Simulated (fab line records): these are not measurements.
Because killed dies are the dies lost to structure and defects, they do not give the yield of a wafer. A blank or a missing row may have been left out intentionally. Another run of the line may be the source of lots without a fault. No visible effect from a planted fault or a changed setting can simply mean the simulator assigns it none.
Split-lot experiment | flow n5Finfet | route with 1938 steps; 7 lots, 39 wafers read

ABOUT THE SPLIT
At N5_DUMMY_GATE_HM_DEP_06 (deposits SiNx from DCS/NH3, target thk 80 nm, time 5141 s), the setting targetThkA was moved away from the recipe's 800 angstrom on 30 of the 39 wafers read, by +4.8% to +12.3%. All remaining wafers had this setting at the recipe value.

Reading taken at the split's own step.

THE READING
SiNx_of_DUMMY_GATE_HM_DEP_06.thkNm (the simulator's own value, which no gauge read), in nm, at N5_DUMMY_GATE_HM_DEP_06 (deposits SiNx from DCS/NH3, target thk 80 nm, time 5141 s). The file gives no usual value for it. Across the 9 wafers here that went through the recipe, the average is 80.4 nm and the standard deviation 0.29 nm.

wafer  | tool, chamber at the split | targetThkA as run, angstrom | against the recipe | SiNx_of_DUMMY_GATE_HM_DEP_06.thkNm, nm | against lot-mates on the recipe
L074.1 | -, -                       | 871.1                       | +8.9%              | 87.2                                   | no lot-mate on the recipe
L074.2 | -, -                       | 871.1                       | +8.9%              | 87.2                                   | no lot-mate on the recipe
L074.3 | -, -                       | 871.1                       | +8.9%              | 87.6                                   | no lot-mate on the recipe
L074.4 | -, -                       | 871.1                       | +8.9%              | 87.6                                   | no lot-mate on the recipe
L074.5 | -, -                       | 871.1                       | +8.9%              | 87.6                                   | no lot-mate on the recipe
L074.6 | -, -                       | 871.1                       | +8.9%              | 87.6                                   | no lot-mate on the recipe
L078.1 | -, -                       | 881.6                       | +10.2%             | 89                                     | no lot-mate on the recipe
L078.2 | -, -                       | 881.6                       | +10.2%             | 88.8                                   | no lot-mate on the recipe
L078.3 | -, -                       | 881.6                       | +10.2%             | 88.8                                   | no lot-mate on the recipe
L078.4 | -, -                       | 881.6                       | +10.2%             | 88.6                                   | no lot-mate on the recipe
L078.5 | -, -                       | 881.6                       | +10.2%             | 89.4                                   | no lot-mate on the recipe
L078.6 | -, -                       | 881.6                       | +10.2%             | 89.4                                   | no lot-mate on the recipe
L081.1 | -, -                       | 863.4                       | +7.9%              | 86.6                                   | no lot-mate on the recipe
L081.2 | -, -                       | 863.4                       | +7.9%              | 86.4                                   | no lot-mate on the recipe
L081.3 | -, -                       | 863.4                       | +7.9%              | 86.2                                   | no lot-mate on the recipe
L081.5 | -, -                       | 863.4                       | +7.9%              | 86.2                                   | no lot-mate on the recipe
L081.6 | -, -                       | 863.4                       | +7.9%              | 86.2                                   | no lot-mate on the recipe
L081.4 | -, -                       | 863.4                       | +7.9%              | 86                                     | no lot-mate on the recipe
L085.1 | -, -                       | 800                         | recipe             | 80.2                                   | -
L085.2 | -, -                       | 800                         | recipe             | 80.2                                   | -
L085.6 | -, -                       | 800                         | recipe             | 80.2                                   | -
L085.3 | -, -                       | 800                         | recipe             | 80.6                                   | -
L085.4 | -, -                       | 800                         | recipe             | 80.4                                   | -
L085.5 | -, -                       | 800                         | recipe             | 80                                     | -
L089.1 | -, -                       | 898.4                       | +12.3%             | 89.8                                   | no lot-mate on the recipe
L089.6 | -, -                       | 898.4                       | +12.3%             | 89.8                                   | no lot-mate on the recipe
L089.2 | -, -                       | 898.4                       | +12.3%             | 89.4                                   | no lot-mate on the recipe
L089.3 | -, -                       | 898.4                       | +12.3%             | 89.4                                   | no lot-mate on the recipe
L089.4 | -, -                       | 898.4                       | +12.3%             | 89.4                                   | no lot-mate on the recipe
L089.5 | -, -                       | 898.4                       | +12.3%             | 89                                     | no lot-mate on the recipe
L094.2 | lpcvd-02, 0/45             | 800                         | recipe             | 80.6                                   | -
L094.3 | lpcvd-02, 0/50             | 800                         | recipe             | 81                                     | -
L094.4 | lpcvd-02, 0/54             | 800                         | recipe             | 80.2                                   | -
L095.1 | -, -                       | 838.1                       | +4.8%              | 84.8                                   | no lot-mate on the recipe
L095.2 | -, -                       | 838.1                       | +4.8%              | 84.8                                   | no lot-mate on the recipe
L095.3 | -, -                       | 838.1                       | +4.8%              | 84.4                                   | no lot-mate on the recipe
L095.4 | -, -                       | 838.1                       | +4.8%              | 84.4                                   | no lot-mate on the recipe
L095.5 | -, -                       | 838.1                       | +4.8%              | 85.4                                   | no lot-mate on the recipe
L095.6 | -, -                       | 838.1                       | +4.8%              | 84.2                                   | no lot-mate on the recipe

FIT RESULTS
A straight line over all 39 wafers: SiNx_of_DUMMY_GATE_HM_DEP_06.thkNm changes by +0.766 nm for each +1% of targetThkA; r = +0.99; the points scatter about the line by 0.51 nm.
Too few moved wafers have a lot-mate on the recipe to fit a line with each lot's own level taken away.

FILE'S OWN FIT
SiNx_of_DUMMY_GATE_HM_DEP_06.thkNm changes by +0.766 nm for each +1% of targetThkA, r = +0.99.
